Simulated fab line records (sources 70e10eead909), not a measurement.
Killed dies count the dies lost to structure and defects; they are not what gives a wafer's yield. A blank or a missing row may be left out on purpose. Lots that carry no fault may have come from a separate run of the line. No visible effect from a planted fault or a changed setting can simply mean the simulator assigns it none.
Comparing a struck lot with a sound one -- flow nand-harc -- 15 out of 1302 route steps
Sound: the wafers L534.1, L534.2, L534.5. Struck: wafer L545.4 (L545.1, L545.5, from the same lot, were not struck and are left out); the cause is given at the end.
For every step that has rows: the tool of each side, followed by ch and its chambers, followed by its first start. Under that, the readings that differ: sound wafers -- struck wafers -- difference of the means -- sigmas: that difference in standard deviations of wafers without a fault.
alike: words and numbers the same on both sides, and readings whose means are apart by under 2 such deviations; not compared: readings that were withheld, readings missing a value for some wafer, numbers with overlapping values and no deviation given by the record, and bounds like >300 which may hide the same value.
Wherever a step has rows on one side only, a row that says differs or no value, or a row with sigmas, the two part there. Numbers that don't overlap but have no deviation are shown without sigmas and don't part them. Lack of a reading on every wafer of one side parts them only where that side has two or more wafers.

NHARC_A_CHANNEL_HOLE_D2_XSEM_32:
  sound on xsem-02 ch 0, day 16 07:12; struck on xsem-01 ch 0, day 20 22:04
reading,sound,struck,difference,sigmas
tilt-deg (degrees),0.06 0.06 0.06,0.17,+0.11,+3
  alike: bot-cd-nm, bow-nm
NHARC_A_CHANNEL_HOLE_D2_INSPECT_40:
  sound on defect-inspect-02, day 16 07:18; struck on defect-inspect-01, day 20 22:10
  alike: raw-defect-count
then, 2 steps without rows for these wafers: NHARC_A_CHANNEL_FILL_D2_PRECLEAN_00 (cleans in SC1); NHARC_A_CHANNEL_FILL_D2_SRD_01.
NHARC_A_CHANNEL_FILL_D2_ALD_02: deposits SiO2, target thk 6 nm, pulse time 10 s, ald cycles 60.
  sound on ald-hk-01 ch 0,1,3, day 16 07:38; struck on ald-hk-03 ch 1, day 20 22:21
  alike: heater-power-outer-w, heater-power-w, precursor-pulse-height-rel
NHARC_A_CHANNEL_FILL_D2_ALD_03: deposits SiNx, target thk 6 nm, pulse time 60 s, ald cycles 58.
  sound on ald-sin-batch-01 ch 0; struck on ald-sin-batch-01 ch 0
  alike: precursor-pulse-height-rel
then, 1 step without rows for these wafers: NHARC_A_CHANNEL_FILL_D2_ALD_14 (deposits SiO2, target thk 2.5 nm, pulse time 10 s, ald cycles 25).
NHARC_A_CHANNEL_FILL_D2_ALD_15: deposits SiNx, target thk 2 nm, pulse time 60 s, ald cycles 19.
  sound on ald-sin-batch-02 ch 0; struck on ald-sin-batch-01 ch 0
  alike: precursor-pulse-height-rel
NHARC_A_CHANNEL_FILL_D2_ALD_16: deposits SiO2, target thk 1.5 nm, pulse time 10 s, ald cycles 15.
  sound on ald-hk-02 ch 1,2, day 16 19:41; struck on ald-hk-03 ch 3, day 21 10:30
  alike: heater-power-outer-w, heater-power-w, precursor-pulse-height-rel
then, 3 steps without rows for these wafers: NHARC_A_CHANNEL_FILL_D2_ANNEAL_17 (time 1800 s); NHARC_A_CHANNEL_FILL_D2_CVD_18 (deposits poly-Si, target thk 3 nm); NHARC_A_CHANNEL_FILL_D2_ETCHBACK_19 (etches the open film in HBr/Cl2, target depth 5 nm, time 1.7 s).
NHARC_A_CHANNEL_FILL_D2_ETCHBACK_20: etches the open film in C4F8/O2/Ar, target depth 27 nm, time 13.5 s.
  sound on rie-diel-05 ch 1,2,3, day 17 07:44; struck on rie-diel-05 ch 0, day 22 02:14
reading,sound,struck,difference,sigmas
rf-vpp-V (V),981 987 987,971,-14,-2
run-length-s (s),34.3 35.0 34.4,31.0,-3.6,-9
  alike: oes-product-au
  not compared: rf-hours-counter-h
then, 1 step without rows for these wafers: NHARC_A_CHANNEL_FILL_D2_STRIP_28 (strips in O2, time 20 s).
-- jump in the record: it breaks off in module A_CHANNEL_FILL_D2 and resumes in module END (first step shown: number 1302 of the route), and 10 days separate the struck wafers' starts before and after --
NHARC_END_SORT_01:
  here the record holds rows for the struck wafers (prober-02 ch 0, day 31 23:47) but none for the sound ones

## WHERE THEY PART
First at NHARC_A_CHANNEL_HOLE_D2_XSEM_32; last, within this record, at NHARC_END_SORT_01.

WHY: the cause the simulator had injected
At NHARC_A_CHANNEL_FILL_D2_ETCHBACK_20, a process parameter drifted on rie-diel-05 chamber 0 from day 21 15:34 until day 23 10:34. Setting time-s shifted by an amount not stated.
